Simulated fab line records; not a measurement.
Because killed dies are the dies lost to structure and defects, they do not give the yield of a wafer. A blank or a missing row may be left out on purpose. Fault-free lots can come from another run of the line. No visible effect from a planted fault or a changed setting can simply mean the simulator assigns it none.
fab line records + flow n5_finfet
[record]
- lots = 5
- wafers = 14
- last_day = 16
route steps=1938 shown HKMG_FIN@417 BEOL_M4@1111
lots untouched by any fault: they come from a run of this same line in which no faults occurred
start_h: start of the lot's first displayed wafer, in hours after the record's first day + wait_h: hours from the lot's prior step to this one + " the same as in the row above + L1.1+2: a single row standing in for several wafers + - no value, or no start given + * or withheld: withheld + < > ~ a bound
route shown NAME@n: NAME is a module with steps in the file, n the number in the route of the first one + usual: the fault-free wafers' mean and standard deviation + same: alike in all rows + chamber/n: place in a boat + sites: the reading at each site + _std_site: standard deviation across them + _edge_site: outer sites' mean less inner sites' + radius_mm: for every site, how far away it sits from the centre of the wafer + mask NAME#n: copy n + behind: the tool/chamber that last shaped the wafer + hold: what put the lot on hold/how long, in hours/how the hold closed + device: whichever transistor did not switch (one of n, p or np) + end of line: the tests these same wafers got at the end of their route + a step with no rows: only its recipe + killed: count of dies lost to structure and defects at first sort (not the wafer's yield) + map: per-die view of a wafer (x killed, . not killed, _ where there is no die)
set.NAME: the setting as run; set.NAME@STEP: as run at that earlier step + model.NAME: the simulator's own value behind a step, which no gauge read
lots at selected steps of the route; one table per step, one row per wafer
services: when a tool's chamber went out of use (start_h, in hours from the record's first day, below 0 if earlier), for how many hours, and the reason
[[steps]]
[step N5_HKMG_FIN_WET_ETCH_81]
[recipe]
- chemistry = SC1
- target = TiN
- stop_on = HfO2
- mix = 1:1:5
- temp_c = 60
- time_s = 57
- target_depth_nm = 6
[step N5_HKMG_FIN_WET_ETCH_82]
[recipe]
- chemistry = dHCl
- mix = 1:10000
- temp_c = 25
- target = La2O3
- stop_on = HfO2
- target_depth_nm = 2
- dry = ipa_marangoni
- rinse_time_s = 30
- rinse_temp_c = 23
[step N5_HKMG_FIN_ALD_36]
[recipe]
- material = TiN
- target_thk_a = 10
- temp_c = 400
- ald_precursor_family = TiCl4
- ald_co_reactant = NH3
- pulse_time_s = 1
- purge_time_s = 3
- co_reactant_purge_time_s = 2
- co_reactant_pulse_time_s = 2
- ald_cycles = 47
- pressure_torr = 3
[usual]
- heater_power_w = 921/120
- precursor_pulse_height_rel = 0.999/0.02
| lot.wafer | tool         | chamber | start_h | wait_h | heater_power_w | precursor_pulse_height_rel |
|-----------|--------------|---------|---------|--------|----------------|----------------------------|
| L993.1    | ald_metal-04 | 1       | 89.08   | 0.0    | 832            | 0.997                      |
| L993.3    | "            | 0       | "       | "      | 863            | 1.061                      |
| L993.6    | "            | 3       | "       | "      | 894            | 0.996                      |
| L996.1    | ald_metal-04 | 0       | 104.96  | 0.0    | 870            | 0.985                      |
| L996.2    | "            | 1       | "       | "      | 829            | 1.002                      |
| L996.5    | "            | 3       | "       | "      | 905            | 0.996                      |
| L998.3    | ald_metal-02 | 3       | 118.15  | 0.0    | 1141           | 1.011                      |
| L998.4    | "            | 2       | "       | "      | 1115           | 1.007                      |
| L998.6    | "            | 3       | "       | "      | 1174           | 0.981                      |
| L102.1    | ald_metal-04 | 2       | 149.71  | 0.0    | 757            | 1.008                      |
| L102.2    | "            | 3       | "       | "      | 890            | 0.995                      |
| L102.5    | "            | 3       | "       | "      | 900            | 1.011                      |
| L109.3    | ald_metal-04 | 1       | 181.82  | 0.0    | 821            | 1.004                      |
| L109.4    | "            | 1       | "       | "      | 827            | 0.989                      |
[step N5_HKMG_FIN_THK_MEAS_70]
[recipe]
- thk_meas_gauge = xrf
- reads = HfO2_of_HKMG_FIN_HK_ALD_01
[usual]
- HK_THK = 1.582/0.017
| lot.wafer | tool          | chamber | start_h | wait_h | HK_THK[nm] |
|-----------|---------------|---------|---------|--------|------------|
| L993.1    | film_metro-01 | -       | 89.36   | 0.2    | 1.597      |
| L993.3    | "             | -       | "       | "      | 1.572      |
| L993.6    | "             | -       | "       | "      | 1.585      |
| L996.1    | film_metro-02 | -       | 105.24  | 0.2    | 1.557      |
| L996.2    | "             | -       | "       | "      | 1.585      |
| L996.5    | "             | -       | "       | "      | 1.577      |
| L998.3    | film_metro-02 | -       | 118.43  | 0.2    | 1.568      |
| L998.4    | "             | -       | "       | "      | 1.573      |
| L998.6    | "             | -       | "       | "      | 1.586      |
| L102.1    | film_metro-02 | -       | 149.99  | 0.2    | 1.569      |
| L102.2    | "             | -       | "       | "      | 1.560      |
| L102.5    | "             | -       | "       | "      | 1.598      |
| L109.3    | film_metro-02 | -       | 182.10  | 0.2    | 1.572      |
| L109.4    | "             | -       | "       | "      | 1.597      |
[step N5_HKMG_FIN_PWFM_ALD_03]
[recipe]
- material = TiN
- target_thk_a = 20
- temp_c = 400
- ald_precursor_family = TiCl4
- ald_co_reactant = NH3
- pulse_time_s = 1
- purge_time_s = 3
- co_reactant_purge_time_s = 2
- co_reactant_pulse_time_s = 2
- ald_cycles = 91
- pressure_torr = 3
[usual]
- heater_power_w = 928/120
- precursor_pulse_height_rel = 1.000/0.02
| lot.wafer | tool         | chamber | start_h | wait_h | heater_power_w | precursor_pulse_height_rel |
|-----------|--------------|---------|---------|--------|----------------|----------------------------|
| L993.1    | ald_metal-01 | 0       | 89.40   | 0.0    | 860            | 0.970                      |
| L993.3    | "            | 3       | "       | "      | 931            | 0.993                      |
| L993.6    | "            | 0       | "       | "      | 865            | 1.027                      |
| L996.1    | ald_metal-02 | 0       | 105.28  | 0.0    | 1051           | 0.989                      |
| L996.2    | "            | 2       | "       | "      | 1085           | 0.994                      |
| L996.5    | "            | 0       | "       | "      | 1057           | 0.975                      |
| L998.3    | ald_metal-01 | 1       | 118.47  | 0.0    | 834            | 1.007                      |
| L998.4    | "            | 2       | "       | "      | 899            | 1.003                      |
| L998.6    | "            | 0       | "       | "      | 838            | 0.950                      |
| L102.1    | ald_metal-01 | 3       | 150.03  | 0.0    | 964            | 1.009                      |
| L102.2    | "            | 1       | "       | "      | 830            | 0.986                      |
| L102.5    | "            | 1       | "       | "      | 832            | 1.009                      |
| L109.3    | ald_metal-02 | 0       | 182.14  | 0.0    | 1033           | 0.969                      |
| L109.4    | "            | 3       | "       | "      | 1155           | 0.962                      |
[step N5_HKMG_FIN_COAT_29]
[recipe]
- resist = SOC
- temp_c = 250
- time_s = 60
- spin_rpm = 1500
- resist_thk_nm = 300
[step N5_HKMG_FIN_COAT_30]
[recipe]
- resist = SiARC
- temp_c = 220
- time_s = 60
- spin_rpm = 1500
- resist_thk_nm = 35
[step N5_HKMG_FIN_COAT_06]
[recipe]
- resist = CAR-ArF
- spin_rpm = 1500
- resist_thk_nm = 90
[step N5_HKMG_FIN_EBR_08]
[recipe]
- solvent = PGMEA
- ebr_width_mm = 1.5
[step N5_HKMG_FIN_SOFTBAKE_07]
[recipe]
- temp_c = 110
- time_s = 60
- resist = CAR-ArF
[step N5_HKMG_FIN_EXPOSE_09]
[recipe]
- mask_id = NWFM
- na = 1.35
- source_shape = conventional
- sigma_outer = 0.8
- polarization = unpolarized
- dose_mj = 39.25
[step N5_HKMG_FIN_PEB_10]
[recipe]
- peb_temp_c = withheld
- peb_time_s = 60
- resist = CAR-ArF
[step N5_HKMG_FIN_DEVELOP_11]
[recipe]
- develop_time_s = 30
- developer = TMAH
- resist = CAR-ArF
- dev_temp_c = 23
- rinse_liquid = diw
- dry = air_spin
| lot.wafer  | tool           | chamber | start_h | wait_h |
|------------|----------------|---------|---------|--------|
| L993.1+3+6 | litho_track-05 | 0       | 90.18   | -      |
| L996.1+2+5 | litho_track-05 | 0       | 106.06  | -      |
| L998.3+4+6 | litho_track-04 | 0       | 119.12  | -      |
| L102.1+2+5 | litho_track-01 | 0       | 150.69  | -      |
| L109.3+4   | litho_track-01 | 0       | 182.79  | -      |
[step N5_HKMG_FIN_CD_MEAS_12]
[recipe]
- target_cd_nm = 92.8
- landing_energy_ev = 500
- detector = se_inlens
[usual]
- cd_nm = 92.7/0.45
| lot.wafer | tool      | chamber | start_h | wait_h | cd_nm |
|-----------|-----------|---------|---------|--------|-------|
| L993.1    | cd_sem-03 | 0       | 90.24   | -      | 92.7  |
| L993.3    | "         | 0       | "       | "      | 93.0  |
| L993.6    | "         | 0       | "       | "      | 92.6  |
| L996.1    | cd_sem-03 | 0       | 106.12  | -      | 92.8  |
| L996.2    | "         | 0       | "       | "      | 92.2  |
| L996.5    | "         | 0       | "       | "      | 92.4  |
| L998.3    | cd_sem-03 | 0       | 119.18  | -      | 93.1  |
| L998.4    | "         | 0       | "       | "      | 92.6  |
| L998.6    | "         | 0       | "       | "      | 92.8  |
| L102.1    | cd_sem-03 | 0       | 150.74  | -      | 92.0  |
| L102.2    | "         | 0       | "       | "      | 92.0  |
| L102.5    | "         | 0       | "       | "      | 92.9  |
| L109.3    | cd_sem-03 | 0       | 182.85  | -      | 91.3  |
| L109.4    | "         | 0       | "       | "      | 91.4  |
[step N5_HKMG_FIN_OVL_MEAS_13]
[recipe]
- points_per_wafer = 44
[usual]
- NWFM_OVL = -0.3/0.8
| lot.wafer | tool       | chamber | start_h | wait_h | NWFM_OVL[nm] |
|-----------|------------|---------|---------|--------|--------------|
| L993.1    | overlay-01 | 0       | 90.27   | 0.0    | -1.6         |
| L993.3    | "          | 0       | "       | "      | -0.9         |
| L993.6    | "          | 0       | "       | "      | -0.9         |
| L996.1    | overlay-02 | 0       | 106.15  | 0.0    | 0.7          |
| L996.2    | "          | 0       | "       | "      | 0.8          |
| L996.5    | "          | 0       | "       | "      | 0.9          |
| L998.3    | overlay-01 | 0       | 119.21  | 0.0    | -0.4         |
| L998.4    | "          | 0       | "       | "      | 1.0          |
| L998.6    | "          | 0       | "       | "      | 0.5          |
| L102.1    | overlay-01 | 0       | 150.77  | 0.0    | -0.6         |
| L102.2    | "          | 0       | "       | "      | -0.5         |
| L102.5    | "          | 0       | "       | "      | -0.3         |
| L109.3    | overlay-01 | 0       | 182.88  | 0.0    | -0.5         |
| L109.4    | "          | 0       | "       | "      | 0.2          |
[step N5_BEOL_M4_RC_MEAS_101]
[usual]
- DIBL_N = 36.1/1.3
- DIBL_P = 36.1/1.7
- IOFF_N = 0.154/0.022
- IOFF_P = 0.201/0.024
- ION_N = 675/8.9
- ION_P = 462/5.9
- SS_N = 71.5/0.49
- SS_P = 73.3/0.58
- VT_N = 250.0/2.7
- VT_P = -251.3/2.7
| lot.wafer | tool      | chamber | start_h | wait_h | DIBL_N[mV/V] | DIBL_P[mV/V] | IOFF_N[nA/um] | IOFF_P[nA/um] | ION_N[uA/um] | ION_P[uA/um] | SS_N[mV/dec] | SS_P[mV/dec] | VT_N[mV] | VT_P[mV] |
|-----------|-----------|---------|---------|--------|--------------|--------------|---------------|---------------|--------------|--------------|--------------|--------------|----------|----------|
| L993.1    | prober-01 | 0       | 170.42  | 0.0    | 36.1         | 36.9         | 0.149         | 0.171         | 676          | 454          | 72.0         | 73.6         | 247.8    | -256.8   |
| L993.3    | "         | 0       | "       | "      | 37.2         | 37.3         | 0.167         | 0.182         | 674          | 451          | 72.5         | 73.9         | 250.6    | -255.5   |
| L993.6    | "         | 0       | "       | "      | 37.5         | 37.9         | 0.170         | 0.193         | 677          | 451          | 71.6         | 74.0         | 251.1    | -255.5   |
| L996.1    | prober-01 | 0       | 193.44  | 0.0    | 34.4         | 33.9         | 0.122         | 0.190         | 655          | 461          | 71.0         | 72.3         | 253.0    | -249.8   |
| L996.2    | "         | 0       | "       | "      | 37.2         | 37.3         | 0.175         | 0.249         | 675          | 468          | 72.2         | 73.6         | 245.3    | -247.2   |
| L996.5    | "         | 0       | "       | "      | 34.7         | 33.9         | 0.124         | 0.179         | 658          | 454          | 71.7         | 72.6         | 254.0    | -253.5   |
| L998.3    | prober-02 | 0       | 213.20  | 0.3    | 34.1         | 32.0         | 0.123         | 0.167         | 670          | 457          | 70.9         | 72.1         | 253.0    | -252.4   |
| L998.4    | "         | 0       | "       | "      | 36.1         | 33.3         | 0.144         | 0.180         | 671          | 456          | 72.4         | 73.1         | 250.6    | -253.8   |
| L998.6    | "         | 0       | "       | "      | 37.0         | 35.1         | 0.175         | 0.209         | 687          | 466          | 71.6         | 73.7         | 247.1    | -250.0   |
| L102.1    | prober-02 | 0       | 259.55  | 0.0    | 35.9         | 36.1         | 0.152         | 0.199         | 681          | 461          | 71.5         | 73.4         | 251.1    | -251.5   |
| L102.2    | "         | 0       | "       | "      | 36.7         | 36.9         | 0.163         | 0.224         | 686          | 466          | 71.7         | 73.6         | 245.8    | -248.8   |
| L102.5    | "         | 0       | "       | "      | 34.7         | 35.1         | 0.138         | 0.193         | 675          | 464          | 71.1         | 72.3         | 250.6    | -251.3   |
| L109.3    | prober-02 | 0       | 285.03  | 0.3    | 39.7         | 40.7         | 0.211         | 0.239         | 682          | 457          | 72.7         | 73.8         | 248.6    | -251.5   |
| L109.4    | "         | 0       | "       | "      | 35.6         | 35.6         | 0.132         | 0.168         | 666          | 454          | 71.4         | 73.0         | 256.1    | -257.8   |
[[services]]
| tool         | chamber | start_h | hours | kind   |
|--------------|---------|---------|-------|--------|
| ald_metal-02 | -       | 113.13  | 2.8   | pm     |
| ald_metal-04 | 3       | 119.15  | 3.5   | repair |
| ald_metal-01 | 3       | 130.16  | 13.0  | repair |
| ald_metal-02 | -       | 144.38  | 0.7   | repair |
| ald_metal-02 | 2       | 156.52  | 9.5   | repair |
| ald_metal-01 | -       | 168.85  | 0.6   | repair |
| ald_metal-01 | 2       | 178.30  | 7.8   | repair |
| ald_metal-04 | 2       | 180.31  | 24.7  | repair |
[[key]]
[first_sign]
- step = N5_HKMG_FIN_CD_MEAS_12
- reading = cd_nm
- direction = down
- sigmas = 3.1
- usual = 92.7
- struck = 91.3
effect none on later readings
met_at N5_HKMG_FIN_DEVELOP_11
struck_wafers L109.3
onset_between 150.69 182.79
[fault]
- kind = process_parameter_drift
- tool = litho_track-01
- chamber = -
- onset_h = 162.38
- steps = N5_HKMG_FIN_DEVELOP_11
- channel = develop_time_s
- offset = *
- shape = step
- end_h = 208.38
- scope = struck_wafers_only
- acts_in = *
- stated = *
